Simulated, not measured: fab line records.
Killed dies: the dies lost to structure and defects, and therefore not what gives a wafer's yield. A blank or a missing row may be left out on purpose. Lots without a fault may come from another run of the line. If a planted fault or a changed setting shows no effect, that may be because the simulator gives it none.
fab line records ; flow n5-finfet ; part 2 of 2: steps 14 to 22 of 22
record: lots: 5; wafers: 15; last-day: 17
route steps=1938 shown BEOL_M0_SAQP@666
lots that met no fault: taken from a fault-free run of the same line
start-h: the number of hours between the record's first day and the start of the first shown wafer of the lot ; wait-h: how many hours have passed since the lot's step before this one ; " identical to the entry in the row above ; L1.1+2: one row covering several wafers at once ; - no value, or no start was given ; * or withheld: withheld ; < > ~ a bound
route shown NAME@n: names a module that has steps shown in the file, with the first one's number in the route ; usual: average and standard deviation across the fault-free wafers ; same: alike in all rows ; chamber/n: place in a boat ; sites: readings site by site ; _std_site: the values' standard deviation ; _edge_site: inner sites' mean taken away from outer sites' mean ; radius-mm: for every site, how far away it sits from the centre of the wafer ; mask NAME#n: copy n ; behind: tool/chamber where the wafer was last shaped ; hold: why the lot went on hold/how many hours it stayed there/how the hold came to an end ; device: transistor that didn't switch, given as n, p or np ; end of line: tests run on the same wafers once the route is complete ; a step with no rows: only its recipe ; killed: at the first sort, the dies lost to defects and structure; wafer yield is something else ; map: per-die view of a wafer (x killed, . not killed, _ where there is no die)
set.NAME: setting as actually run; set.NAME@STEP: the setting as run at that earlier step ; model.NAME: the simulator's own value behind a step, which no gauge read
lots at selected steps of the route; one table per step, one row per wafer
services: a tool's chamber out of use, with start hour (start-h, from the record's first day; less than 0 if before it), hours out, and reason
== steps ==
step: N5_BEOL_M0_SAQP_CD_MEAS_29
recipe: target-cd-nm: 14.4; landing-energy-ev: 1000; detector: se-inlens
usual: cd-nm: 15.03/0.19
lot.wafer;tool;chamber;start-h;wait-h;cd-nm
L075.2;cd-sem-01;0;119.68;0.1;15.06
L075.5;cd-sem-01;0;119.68;0.1;15.31
L075.6;cd-sem-01;0;119.68;0.1;15.18
L077.2;cd-sem-03;0;127.77;0.1;15.15
L077.4;cd-sem-03;0;127.77;0.1;15.19
L077.5;cd-sem-03;0;127.77;0.1;15.13
L084.1;cd-sem-01;0;172.41;0.1;14.89
L084.4;cd-sem-01;0;172.41;0.1;15.28
L084.6;cd-sem-01;0;172.41;0.1;15.01
L093.1;cd-sem-02;0;233.78;0.1;14.85
L093.2;cd-sem-02;0;233.78;0.1;15.32
L093.5;cd-sem-02;0;233.78;0.1;14.86
L095.1;cd-sem-02;0;242.00;0.1;15.04
L095.3;cd-sem-02;0;242.00;0.1;14.62
L095.5;cd-sem-02;0;242.00;0.1;15.05
step: N5_BEOL_M0_SAQP_COAT_69
recipe: resist: SOC; temp-c: 250; time-s: 60; spin-rpm: 1500; resist-thk-nm: 90
usual: chill-plate-temp-C: 23.02/0.1; exhaust-pa: 45.0/0.83
lot.wafer;tool;chamber;start-h;wait-h;chill-plate-temp-C;exhaust-pa
L075.2;litho-track-03;0;119.72;0.0;23.19;45.7
L075.5;litho-track-03;0;119.72;0.0;22.99;44.6
L075.6;litho-track-03;0;119.72;0.0;23.13;45.6
L077.2;litho-track-03;0;127.80;0.0;22.98;46.0
L077.4;litho-track-03;0;127.80;0.0;22.92;45.1
L077.5;litho-track-03;0;127.80;0.0;22.81;45.7
L084.1;litho-track-03;0;172.44;0.0;23.06;47.0
L084.4;litho-track-03;0;172.44;0.0;23.18;45.8
L084.6;litho-track-03;0;172.44;0.0;23.21;46.3
L093.1;litho-track-04;0;233.81;0.0;22.84;44.2
L093.2;litho-track-04;0;233.81;0.0;22.93;44.7
L093.5;litho-track-04;0;233.81;0.0;23.04;44.4
L095.1;litho-track-04;0;242.04;0.0;23.06;45.7
L095.3;litho-track-04;0;242.04;0.0;23.06;44.9
L095.5;litho-track-04;0;242.04;0.0;23.17;46.2
step: N5_BEOL_M0_SAQP_COAT_72
recipe: resist: SiARC; temp-c: 220; time-s: 60; spin-rpm: 1500; resist-thk-nm: 15
usual: chill-plate-temp-C: 23.00/0.1; exhaust-pa: 45.0/0.78
lot.wafer;tool;chamber;start-h;wait-h;chill-plate-temp-C;exhaust-pa
L075.2;litho-track-03;0;-;-;22.90;46.9
L075.5;litho-track-03;0;-;-;23.03;45.5
L075.6;litho-track-03;0;-;-;23.12;44.6
L077.2;litho-track-03;0;-;-;22.90;44.9
L077.4;litho-track-03;0;-;-;22.88;44.6
L077.5;litho-track-03;0;-;-;22.90;44.2
L084.1;litho-track-03;0;-;-;22.96;45.5
L084.4;litho-track-03;0;-;-;23.12;44.8
L084.6;litho-track-03;0;-;-;23.10;44.2
L093.1;litho-track-04;0;-;-;23.08;44.7
L093.2;litho-track-04;0;-;-;22.99;45.9
L093.5;litho-track-04;0;-;-;23.04;45.5
L095.1;litho-track-04;0;-;-;23.01;44.6
L095.3;litho-track-04;0;-;-;22.84;44.7
L095.5;litho-track-04;0;-;-;22.82;45.6
step: N5_BEOL_M0_SAQP_COAT_87
recipe: resist: underlayer; temp-c: 205; time-s: 60; spin-rpm: 1500; resist-thk-nm: 5
usual: chill-plate-temp-C: 23.00/0.11; exhaust-pa: 45.1/0.9
lot.wafer;tool;chamber;start-h;wait-h;chill-plate-temp-C;exhaust-pa
L075.2;litho-track-03;0;-;-;22.98;42.7
L075.5;litho-track-03;0;-;-;22.93;44.8
L075.6;litho-track-03;0;-;-;22.98;45.1
L077.2;litho-track-03;0;-;-;23.07;45.2
L077.4;litho-track-03;0;-;-;22.94;44.2
L077.5;litho-track-03;0;-;-;22.83;45.4
L084.1;litho-track-03;0;-;-;22.79;45.6
L084.4;litho-track-03;0;-;-;22.94;46.5
L084.6;litho-track-03;0;-;-;22.86;44.7
L093.1;litho-track-04;0;-;-;23.10;46.4
L093.2;litho-track-04;0;-;-;23.20;44.9
L093.5;litho-track-04;0;-;-;23.03;47.0
L095.1;litho-track-04;0;-;-;22.96;45.5
L095.3;litho-track-04;0;-;-;22.83;45.6
L095.5;litho-track-04;0;-;-;22.96;45.2
step: N5_BEOL_M0_SAQP_COAT_34
recipe: resist: CAR-EUV; spin-rpm: 1500; resist-thk-nm: 30
usual: chill-plate-temp-C: 22.99/0.11; exhaust-pa: 45.1/0.86
lot.wafer;tool;chamber;start-h;wait-h;chill-plate-temp-C;exhaust-pa
L075.2;litho-track-03;0;-;-;22.82;45.4
L075.5;litho-track-03;0;-;-;22.77;44.2
L075.6;litho-track-03;0;-;-;22.96;45.2
L077.2;litho-track-03;0;-;-;23.08;46.0
L077.4;litho-track-03;0;-;-;23.03;44.5
L077.5;litho-track-03;0;-;-;23.04;44.4
L084.1;litho-track-03;0;-;-;23.04;44.6
L084.4;litho-track-03;0;-;-;23.01;44.8
L084.6;litho-track-03;0;-;-;23.19;46.1
L093.1;litho-track-04;0;-;-;22.97;47.1
L093.2;litho-track-04;0;-;-;23.07;46.5
L093.5;litho-track-04;0;-;-;23.00;46.5
L095.1;litho-track-04;0;-;-;23.01;46.7
L095.3;litho-track-04;0;-;-;22.98;45.8
L095.5;litho-track-04;0;-;-;23.06;45.1
step: N5_BEOL_M0_SAQP_EBR_36
recipe: solvent: PGMEA; ebr-width-mm: 1.5
usual: chill-plate-temp-C: 23.01/0.099; exhaust-pa: 44.9/0.85
lot.wafer;tool;chamber;start-h;wait-h;chill-plate-temp-C;exhaust-pa
L075.2;litho-track-03;0;-;-;23.10;45.5
L075.5;litho-track-03;0;-;-;23.05;46.0
L075.6;litho-track-03;0;-;-;23.08;45.6
L077.2;litho-track-03;0;-;-;22.91;43.9
L077.4;litho-track-03;0;-;-;23.02;43.5
L077.5;litho-track-03;0;-;-;23.09;44.6
L084.1;litho-track-03;0;-;-;22.97;43.4
L084.4;litho-track-03;0;-;-;22.96;44.7
L084.6;litho-track-03;0;-;-;23.09;44.1
L093.1;litho-track-04;0;-;-;22.92;45.1
L093.2;litho-track-04;0;-;-;22.85;44.5
L093.5;litho-track-04;0;-;-;22.98;44.7
L095.1;litho-track-04;0;-;-;23.01;45.1
L095.3;litho-track-04;0;-;-;23.15;45.3
L095.5;litho-track-04;0;-;-;23.20;46.4
step: N5_BEOL_M0_SAQP_SOFTBAKE_35
recipe: temp-c: 110; time-s: 60; resist: CAR-EUV
usual: chill-plate-temp-C: 23.01/0.1; exhaust-pa: 45.0/0.85
lot.wafer;tool;chamber;start-h;wait-h;chill-plate-temp-C;exhaust-pa
L075.2;litho-track-03;0;-;-;23.07;45.5
L075.5;litho-track-03;0;-;-;23.00;43.6
L075.6;litho-track-03;0;-;-;23.14;43.8
L077.2;litho-track-03;0;-;-;22.91;44.5
L077.4;litho-track-03;0;-;-;22.97;44.4
L077.5;litho-track-03;0;-;-;22.97;45.6
L084.1;litho-track-03;0;-;-;23.17;44.6
L084.4;litho-track-03;0;-;-;23.17;44.9
L084.6;litho-track-03;0;-;-;23.14;44.2
L093.1;litho-track-04;0;-;-;22.89;45.1
L093.2;litho-track-04;0;-;-;23.01;45.7
L093.5;litho-track-04;0;-;-;22.87;44.7
L095.1;litho-track-04;0;-;-;23.10;45.2
L095.3;litho-track-04;0;-;-;22.97;44.6
L095.5;litho-track-04;0;-;-;22.81;45.1
step: N5_BEOL_M0_SAQP_EXPOSE_37
recipe: mask-id: M0_CUT1; na: 0.33; source-shape: annular; sigma-inner: 0.35; sigma-outer: 0.8; polarization: unpolarized; target-cd-nm: 30; dose-mj: 44.75
usual: reticle-temp-C: 23.02/0.11
lot.wafer;tool;chamber;start-h;wait-h;mask;reticle-temp-C
L075.2;euv-scanner-01;0;119.99;-;M0_CUT1#0;23.03
L075.5;euv-scanner-01;0;119.99;-;M0_CUT1#0;23.16
L075.6;euv-scanner-01;0;119.99;-;M0_CUT1#0;22.97
L077.2;euv-scanner-01;0;127.95;-;M0_CUT1#0;23.10
L077.4;euv-scanner-01;0;127.95;-;M0_CUT1#0;23.25
L077.5;euv-scanner-01;0;127.95;-;M0_CUT1#0;23.24
L084.1;euv-scanner-01;0;172.58;-;M0_CUT1#0;22.77
L084.4;euv-scanner-01;0;172.58;-;M0_CUT1#0;23.18
L084.6;euv-scanner-01;0;172.58;-;M0_CUT1#0;23.08
L093.1;euv-scanner-01;0;233.95;-;M0_CUT1#0;23.00
L093.2;euv-scanner-01;0;233.95;-;M0_CUT1#0;23.02
L093.5;euv-scanner-01;0;233.95;-;M0_CUT1#0;22.88
L095.1;euv-scanner-01;0;242.20;-;M0_CUT1#0;23.07
L095.3;euv-scanner-01;0;242.20;-;M0_CUT1#0;23.04
L095.5;euv-scanner-01;0;242.20;-;M0_CUT1#0;23.09
step: N5_BEOL_M0_SAQP_PEB_38
recipe: peb-temp-c: 100; peb-time-s: 60; resist: CAR-EUV
usual: chill-plate-temp-C: 22.99/0.099; exhaust-pa: 45.0/0.89
lot.wafer;tool;chamber;start-h;wait-h;chill-plate-temp-C;exhaust-pa
L075.2;litho-track-05;0;120.05;0.1;23.04;45.5
L075.5;litho-track-05;0;120.05;0.1;23.14;44.0
L075.6;litho-track-05;0;120.05;0.1;23.16;43.8
L077.2;litho-track-04;0;128.01;0.1;23.08;43.6
L077.4;litho-track-04;0;128.01;0.1;22.88;45.1
L077.5;litho-track-04;0;128.01;0.1;22.95;45.6
L084.1;litho-track-05;0;172.65;0.1;22.90;44.3
L084.4;litho-track-05;0;172.65;0.1;23.11;46.2
L084.6;litho-track-05;0;172.65;0.1;22.94;44.2
L093.1;litho-track-04;0;234.02;0.1;22.95;43.7
L093.2;litho-track-04;0;234.02;0.1;23.05;44.6
L093.5;litho-track-04;0;234.02;0.1;22.87;44.6
L095.1;litho-track-03;0;242.26;0.1;22.88;45.1
L095.3;litho-track-03;0;242.26;0.1;22.95;44.6
L095.5;litho-track-03;0;242.26;0.1;22.98;44.4
== services ==
tool;chamber;start-h;hours;kind
euv-scanner-01;-;94.22;1.0;pm
rie-diel-04;1;105.94;-;clean
rie-diel-05;1;112.71;3.3;repair
euv-scanner-01;-;117.33;1.4;repair
rie-si-03;-;126.61;14.6;pm
rie-diel-04;2;143.32;5.9;repair
rie-diel-04;-;144.48;0.2;repair
rie-diel-02;2;145.20;5.7;repair
rie-si-03;2;153.27;10.2;repair
euv-scanner-01;-;160.46;1.0;pm
ald-sin-01;1;169.99;14.6;repair
vapor-etch-01;1;171.79;3.4;repair
rie-diel-02;-;174.67;14.6;pm
rie-diel-02;0;190.78;2.9;repair
euv-scanner-01;-;194.45;4.6;pm
ald-sin-01;-;201.19;0.7;repair
rie-diel-02;3;201.95;4.0;repair
euv-scanner-01;-;206.52;1.0;pm
ald-sin-01;0;209.91;11.0;repair
rie-diel-05;3;210.20;15.3;repair
rie-si-02;2;212.16;4.6;repair
ald-sin-02;-;224.06;3.7;repair
ald-sin-01;0;224.66;3.4;repair
ald-sin-01;0;232.57;9.7;repair
